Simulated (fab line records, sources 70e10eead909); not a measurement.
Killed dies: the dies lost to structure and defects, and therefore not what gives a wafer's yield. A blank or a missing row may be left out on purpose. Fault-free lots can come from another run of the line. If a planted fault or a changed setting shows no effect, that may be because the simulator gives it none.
Which of the tools did it? / flow nand-harc / 12 lots, 36 wafers sampled, at 6 steps of a route of 1159

## WHAT THE GAUGES READ, wafer by wafer
NHARC_P_ZERO_WELL_CD_MEAS_24 targets a cd of 720 nm. Usual: cd-nm 720.2 nm, standard deviation 1.3.
lot=L665; measured=day 1 14:35; on=cd-sem-03; cd-nm (nm)=720.6 719.3 718.9; flag=
lot=L666; measured=day 1 20:23; on=cd-sem-02; cd-nm (nm)=722.8 719.1 719.8; flag=
lot=L667; measured=day 2 02:27; on=cd-sem-02; cd-nm (nm)=732.4 728.6 728.8; flag=OFF
lot=L668; measured=day 2 08:27; on=cd-sem-01; cd-nm (nm)=729.8 730.5 729.9; flag=OFF
lot=L669; measured=day 2 14:27; on=cd-sem-02; cd-nm (nm)=730.6 730.6 729.9; flag=OFF
lot=L671; measured=day 3 02:35; on=cd-sem-03; cd-nm (nm)=728.8 729.1 728.7; flag=OFF
lot=L675; measured=day 4 02:28; on=cd-sem-02; cd-nm (nm)=718.5 719.2 719.4; flag=
lot=L677; measured=day 4 14:37; on=cd-sem-03; cd-nm (nm)=721.2 720.5 723.3; flag=
lot=L681; measured=day 5 14:29; on=cd-sem-01; cd-nm (nm)=720.5 720.6 720.8; flag=
lot=L684; measured=day 6 08:35; on=cd-sem-03; cd-nm (nm)=722.3 719.1 721.6; flag=
lot=L685; measured=day 6 14:35; on=cd-sem-01; cd-nm (nm)=719.6 720.7 717.8; flag=
lot=L686; measured=day 6 20:29; on=cd-sem-01; cd-nm (nm)=720.0 720.8 721.2; flag=

NHARC_P_ZERO_WELL_INSPECT_43. Usual: raw-defect-count 14, standard deviation 6.3.
lot=L665; measured=day 1 19:44; on=defect-inspect-02; raw-defect-count=17 18 8; flag=
lot=L666; measured=day 2 01:12; on=defect-inspect-02; raw-defect-count=13 6 12; flag=
lot=L667; measured=day 2 07:34; on=defect-inspect-01; raw-defect-count=23 19 13; flag=
lot=L668; measured=day 2 13:35; on=defect-inspect-02; raw-defect-count=12 20 9; flag=
lot=L669; measured=day 2 19:25; on=defect-inspect-02; raw-defect-count=16 14 11; flag=
lot=L671; measured=day 3 07:25; on=defect-inspect-02; raw-defect-count=20 13 14; flag=
lot=L675; measured=day 4 07:27; on=defect-inspect-02; raw-defect-count=19 10 6; flag=
lot=L677; measured=day 4 19:46; on=defect-inspect-02; raw-defect-count=21 19 17; flag=
lot=L681; measured=day 5 19:35; on=defect-inspect-02; raw-defect-count=15 22 16; flag=
lot=L684; measured=day 6 13:33; on=defect-inspect-01; raw-defect-count=15 11 12; flag=
lot=L685; measured=day 6 19:34; on=defect-inspect-01; raw-defect-count=14 15 17; flag=
lot=L686; measured=day 7 01:23; on=defect-inspect-01; raw-defect-count=5 17 13; flag=

NHARC_END_SORT_01. Usual: killed-at-array 26, standard deviation 8.6; killed-at-other 0.7, standard deviation 0.97; killed-at-periphery 3.2, standard deviation 2.2; killed-dies 30, standard deviation 8.9; killed-open 3.1, standard deviation 1.8; killed-short 2.2, standard deviation 1.8.
lot=L668; measured=day 19 18:58; on=prober-01; killed-at-array=37 29 33; killed-at-other=1 1 3; killed-at-periphery=3 2 14; killed-dies=41 32 50; killed-open=3 0 3; killed-short=0 1 1; flag=
lot=L681; measured=day 23 07:55; on=prober-01; killed-at-array=52 36; killed-at-other=2 3; killed-at-periphery=3 4; killed-dies=57 43; killed-open=4 3; killed-short=2 1; flag=
lot=L684; measured=day 23 20:16; on=prober-01; killed-at-array=29 23 22; killed-at-other=0 0 0; killed-at-periphery=4 4 1; killed-dies=33 27 23; killed-open=3 1 2; killed-short=2 0 0; flag=
lot=L685; measured=day 25 06:07; on=prober-02; killed-at-array=19 21 22; killed-at-other=1 0 0; killed-at-periphery=2 6 0; killed-dies=22 27 22; killed-open=1 0 4; killed-short=2 4 1; flag=

## WHAT TOOL EACH LOT RAN ON (gives the tool, then ch and the chambers of the sampled wafers, and finally the start)
lot=L665; NHARC_P_ZERO_WELL_EXPOSE_21=krf-scanner-04 ch 0, day 1 14:26; NHARC_P_ZERO_WELL_DESCUM_26=rie-diel-09 ch 1,3, day 1 14:46; NHARC_P_ZERO_WELL_DESCUM_54=rie-diel-05 ch 0,1,2, day 1 18:03
lot=L666; NHARC_P_ZERO_WELL_EXPOSE_21=krf-scanner-04 ch 0, day 1 20:14; NHARC_P_ZERO_WELL_DESCUM_26=rie-diel-09 ch 0,2, day 1 20:32; NHARC_P_ZERO_WELL_DESCUM_54=rie-diel-09 ch 0,1,3, day 1 23:35
lot=L667; NHARC_P_ZERO_WELL_EXPOSE_21=krf-scanner-04 ch 0, day 2 02:18; NHARC_P_ZERO_WELL_DESCUM_26=rie-diel-09 ch 2,3, day 2 02:37; NHARC_P_ZERO_WELL_DESCUM_54=rie-diel-11 ch 2,3, day 2 05:53
lot=L668; NHARC_P_ZERO_WELL_EXPOSE_21=krf-scanner-04 ch 0, day 2 08:18; NHARC_P_ZERO_WELL_DESCUM_26=rie-diel-09 ch 0,1, day 2 08:37; NHARC_P_ZERO_WELL_DESCUM_54=rie-diel-05 ch 0,3, day 2 11:56
lot=L669; NHARC_P_ZERO_WELL_EXPOSE_21=krf-scanner-04 ch 0, day 2 14:17; NHARC_P_ZERO_WELL_DESCUM_26=rie-diel-11 ch 0,1,2, day 2 14:38; NHARC_P_ZERO_WELL_DESCUM_54=rie-diel-09 ch 1,2, day 2 17:47
lot=L671; NHARC_P_ZERO_WELL_EXPOSE_21=krf-scanner-04 ch 0, day 3 02:26; NHARC_P_ZERO_WELL_DESCUM_26=rie-diel-05 ch 0,2,3, day 3 02:44; NHARC_P_ZERO_WELL_DESCUM_54=rie-diel-09 ch 0,1,3, day 3 05:48
lot=L675; NHARC_P_ZERO_WELL_EXPOSE_21=krf-scanner-02 ch 0, day 4 02:18; NHARC_P_ZERO_WELL_DESCUM_26=rie-diel-11 ch 1,2,3, day 4 02:37; NHARC_P_ZERO_WELL_DESCUM_54=rie-diel-05 ch 0,1,3, day 4 05:47
lot=L677; NHARC_P_ZERO_WELL_EXPOSE_21=krf-scanner-02 ch 0, day 4 14:27; NHARC_P_ZERO_WELL_DESCUM_26=rie-diel-09 ch 0,2,3, day 4 14:46; NHARC_P_ZERO_WELL_DESCUM_54=rie-diel-05 ch 1,2,3, day 4 18:04
lot=L681; NHARC_P_ZERO_WELL_EXPOSE_21=krf-scanner-02 ch 0, day 5 14:20; NHARC_P_ZERO_WELL_DESCUM_26=rie-diel-11 ch 0,1, day 5 14:38; NHARC_P_ZERO_WELL_DESCUM_54=rie-diel-09 ch 2,3, day 5 17:56
lot=L684; NHARC_P_ZERO_WELL_EXPOSE_21=krf-scanner-02 ch 0, day 6 08:26; NHARC_P_ZERO_WELL_DESCUM_26=rie-diel-09 ch 0,1,2, day 6 08:47; NHARC_P_ZERO_WELL_DESCUM_54=rie-diel-11 ch 1,2,3, day 6 11:55
lot=L685; NHARC_P_ZERO_WELL_EXPOSE_21=krf-scanner-03 ch 0, day 6 14:26; NHARC_P_ZERO_WELL_DESCUM_26=rie-diel-05 ch 2,3, day 6 14:44; NHARC_P_ZERO_WELL_DESCUM_54=rie-diel-09 ch 1,2, day 6 17:55
lot=L686; NHARC_P_ZERO_WELL_EXPOSE_21=krf-scanner-03 ch 0, day 6 20:20; NHARC_P_ZERO_WELL_DESCUM_26=rie-diel-11 ch 0,2,3, day 6 20:40; NHARC_P_ZERO_WELL_DESCUM_54=rie-diel-09 ch 0,1,3, day 6 23:42
- NHARC_P_ZERO_WELL_EXPOSE_21: exposes mask P NWELL, target cd 720 nm.
- NHARC_P_ZERO_WELL_DESCUM_26: chemistry O2, time 3 s.
- NHARC_P_ZERO_WELL_DESCUM_54: chemistry O2, time 3 s.

## AS READ BY THE TOOLS THEMSELVES (means over the sampled wafers that have a number; for cases with no such wafer, the mark the record gives instead)
NHARC_P_ZERO_WELL_EXPOSE_21. Usual: exposure-dose-mJ-cm2 22.308, standard deviation 0.023.
lot=L665 tool=krf-scanner-04 exposure-dose-mJ-cm2=22.294 flag=
lot=L666 tool=krf-scanner-04 exposure-dose-mJ-cm2=22.309 flag=
lot=L667 tool=krf-scanner-04 exposure-dose-mJ-cm2=23.572 flag=OFF
lot=L668 tool=krf-scanner-04 exposure-dose-mJ-cm2=23.547 flag=OFF
lot=L669 tool=krf-scanner-04 exposure-dose-mJ-cm2=23.507 flag=OFF
lot=L671 tool=krf-scanner-04 exposure-dose-mJ-cm2=23.491 flag=OFF
lot=L675 tool=krf-scanner-02 exposure-dose-mJ-cm2=22.306 flag=
lot=L677 tool=krf-scanner-02 exposure-dose-mJ-cm2=22.310 flag=
lot=L681 tool=krf-scanner-02 exposure-dose-mJ-cm2=22.311 flag=
lot=L684 tool=krf-scanner-02 exposure-dose-mJ-cm2=22.326 flag=
lot=L685 tool=krf-scanner-03 exposure-dose-mJ-cm2=22.298 flag=
lot=L686 tool=krf-scanner-03 exposure-dose-mJ-cm2=22.285 flag=

NHARC_P_ZERO_WELL_DESCUM_26. Usual: drypump-motor-current-A 5.8 A, standard deviation 0.4; oes-product-au 1.003 a.u., standard deviation 0.0073; rf-vpp-V 57.8 V, standard deviation 0.97; showerhead-plenum-p-Torr 1.93 Torr, standard deviation 0.079; throttle-valve-pct 11.311 %, standard deviation 0.0087.
lot=L665; tool=rie-diel-09; drypump-motor-current-A (A)=5.9; oes-product-au (a.u.)=1.003; rf-vpp-V (V)=58.7; showerhead-plenum-p-Torr (Torr)=2.01; throttle-valve-pct (%)=11.309; flag=
lot=L666; tool=rie-diel-09; drypump-motor-current-A (A)=6.3; oes-product-au (a.u.)=1.015; rf-vpp-V (V)=57.4; showerhead-plenum-p-Torr (Torr)=1.93; throttle-valve-pct (%)=11.314; flag=
lot=L667; tool=rie-diel-09; drypump-motor-current-A (A)=5.8; oes-product-au (a.u.)=1.006; rf-vpp-V (V)=57.1; showerhead-plenum-p-Torr (Torr)=1.91; throttle-valve-pct (%)=11.308; flag=
lot=L668; tool=rie-diel-09; drypump-motor-current-A (A)=6.3; oes-product-au (a.u.)=1.000; rf-vpp-V (V)=57.5; showerhead-plenum-p-Torr (Torr)=1.98; throttle-valve-pct (%)=11.313; flag=
lot=L669; tool=rie-diel-11; drypump-motor-current-A (A)=5.6; oes-product-au (a.u.)=1.011; rf-vpp-V (V)=57.3; showerhead-plenum-p-Torr (Torr)=1.88; throttle-valve-pct (%)=11.308; flag=
lot=L671; tool=rie-diel-05; drypump-motor-current-A (A)=5.7; oes-product-au (a.u.)=1.000; rf-vpp-V (V)=58.2; showerhead-plenum-p-Torr (Torr)=1.95; throttle-valve-pct (%)=11.315; flag=
lot=L675; tool=rie-diel-11; drypump-motor-current-A (A)=5.5; oes-product-au (a.u.)=0.997; rf-vpp-V (V)=57.3; showerhead-plenum-p-Torr (Torr)=1.88; throttle-valve-pct (%)=11.313; flag=
lot=L677; tool=rie-diel-09; drypump-motor-current-A (A)=5.9; oes-product-au (a.u.)=0.998; rf-vpp-V (V)=57.9; showerhead-plenum-p-Torr (Torr)=1.92; throttle-valve-pct (%)=11.315; flag=
lot=L681; tool=rie-diel-11; drypump-motor-current-A (A)=5.8; oes-product-au (a.u.)=1.001; rf-vpp-V (V)=57.5; showerhead-plenum-p-Torr (Torr)=1.91; throttle-valve-pct (%)=11.319; flag=
lot=L684; tool=rie-diel-09; drypump-motor-current-A (A)=6.2; oes-product-au (a.u.)=1.006; rf-vpp-V (V)=57.5; showerhead-plenum-p-Torr (Torr)=1.96; throttle-valve-pct (%)=11.312; flag=
lot=L685; tool=rie-diel-05; drypump-motor-current-A (A)=5.9; oes-product-au (a.u.)=1.005; rf-vpp-V (V)=58.6; showerhead-plenum-p-Torr (Torr)=1.91; throttle-valve-pct (%)=11.313; flag=
lot=L686; tool=rie-diel-11; drypump-motor-current-A (A)=5.5; oes-product-au (a.u.)=1.005; rf-vpp-V (V)=57.6; showerhead-plenum-p-Torr (Torr)=1.92; throttle-valve-pct (%)=11.308; flag=

NHARC_P_ZERO_WELL_DESCUM_54. Usual: drypump-motor-current-A 5.8 A, standard deviation 0.35; oes-product-au 1.003 a.u., standard deviation 0.0089; rf-vpp-V 58.0 V, standard deviation 0.9; showerhead-plenum-p-Torr 1.93 Torr, standard deviation 0.087; throttle-valve-pct 11.311 %, standard deviation 0.0084.
lot=L665; tool=rie-diel-05; drypump-motor-current-A (A)=5.7; oes-product-au (a.u.)=1.003; rf-vpp-V (V)=57.8; showerhead-plenum-p-Torr (Torr)=1.91; throttle-valve-pct (%)=11.316; flag=
lot=L666; tool=rie-diel-09; drypump-motor-current-A (A)=6.0; oes-product-au (a.u.)=1.002; rf-vpp-V (V)=58.7; showerhead-plenum-p-Torr (Torr)=1.98; throttle-valve-pct (%)=11.315; flag=
lot=L667; tool=rie-diel-11; drypump-motor-current-A (A)=5.3; oes-product-au (a.u.)=1.007; rf-vpp-V (V)=58.0; showerhead-plenum-p-Torr (Torr)=1.92; throttle-valve-pct (%)=11.308; flag=
lot=L668; tool=rie-diel-05; drypump-motor-current-A (A)=5.6; oes-product-au (a.u.)=0.992; rf-vpp-V (V)=58.6; showerhead-plenum-p-Torr (Torr)=2.03; throttle-valve-pct (%)=11.308; flag=
lot=L669; tool=rie-diel-09; drypump-motor-current-A (A)=6.1; oes-product-au (a.u.)=0.996; rf-vpp-V (V)=59.0; showerhead-plenum-p-Torr (Torr)=2.00; throttle-valve-pct (%)=11.306; flag=
lot=L671; tool=rie-diel-09; drypump-motor-current-A (A)=6.0; oes-product-au (a.u.)=1.004; rf-vpp-V (V)=58.8; showerhead-plenum-p-Torr (Torr)=1.98; throttle-valve-pct (%)=11.308; flag=
lot=L675; tool=rie-diel-05; drypump-motor-current-A (A)=5.8; oes-product-au (a.u.)=1.003; rf-vpp-V (V)=57.9; showerhead-plenum-p-Torr (Torr)=1.95; throttle-valve-pct (%)=11.315; flag=
lot=L677; tool=rie-diel-05; drypump-motor-current-A (A)=5.9; oes-product-au (a.u.)=0.999; rf-vpp-V (V)=58.1; showerhead-plenum-p-Torr (Torr)=1.87; throttle-valve-pct (%)=11.309; flag=
lot=L681; tool=rie-diel-09; drypump-motor-current-A (A)=5.6; oes-product-au (a.u.)=1.010; rf-vpp-V (V)=58.0; showerhead-plenum-p-Torr (Torr)=1.92; throttle-valve-pct (%)=11.304; flag=
lot=L684; tool=rie-diel-11; drypump-motor-current-A (A)=5.4; oes-product-au (a.u.)=0.999; rf-vpp-V (V)=57.3; showerhead-plenum-p-Torr (Torr)=1.88; throttle-valve-pct (%)=11.302; flag=
lot=L685; tool=rie-diel-09; drypump-motor-current-A (A)=6.1; oes-product-au (a.u.)=1.001; rf-vpp-V (V)=58.0; showerhead-plenum-p-Torr (Torr)=1.99; throttle-valve-pct (%)=11.314; flag=
lot=L686; tool=rie-diel-09; drypump-motor-current-A (A)=6.0; oes-product-au (a.u.)=1.004; rf-vpp-V (V)=58.1; showerhead-plenum-p-Torr (Torr)=1.98; throttle-valve-pct (%)=11.314; flag=

## THE ANSWER, worked out from the rows above alone
Rule: lot off if the mean of its wafers having a number is beyond 3 standard deviations from the usual mean. Also off: a lot with no number at a reading for which 4 or more lots have one. Any other lot the step has rows for is counted as sound. Order of review: gauges by route order, followed by the tools' own readings, for which a lot's mean as printed above is used. At the first step where some lot is off, the reading lying furthest off is the one used; lots without a number count as furthest.
Off: L667, L668, L669, L671 (NHARC_P_ZERO_WELL_CD_MEAS_24, cd-nm).
A tool fits if, at a process step before that reading, it ran every lot that is off, and no sound lot after the first of them. The gauges at NHARC_P_ZERO_WELL_CD_MEAS_24 aren't tried: what is off there is off at NHARC_P_ZERO_WELL_EXPOSE_21 too, on other tools, and a gauge's error can't cause that. One fits: krf-scanner-04 at NHARC_P_ZERO_WELL_EXPOSE_21. Its last sound lot is L666 (day 1 20:14), its first lot that is off L667 (day 2 02:18): a fault that began between those two fits.
On the lots that are off, the tool's own readings at NHARC_P_ZERO_WELL_EXPOSE_21 differ by more than 5 times the standard deviation of the sound lots' means, which bears it out; exposure-dose-mJ-cm2 reads 23.529 there versus 22.305 on the sound lots.

## WHAT THE SIMULATOR HAD INSERTED
Process parameters drifting: krf-scanner-04 at NHARC_P_ZERO_WELL_EXPOSE_21, beginning at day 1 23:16. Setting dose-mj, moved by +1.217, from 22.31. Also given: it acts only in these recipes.
Struck lots among those shown: L667, L668, L669, L671. The rule above found the same.
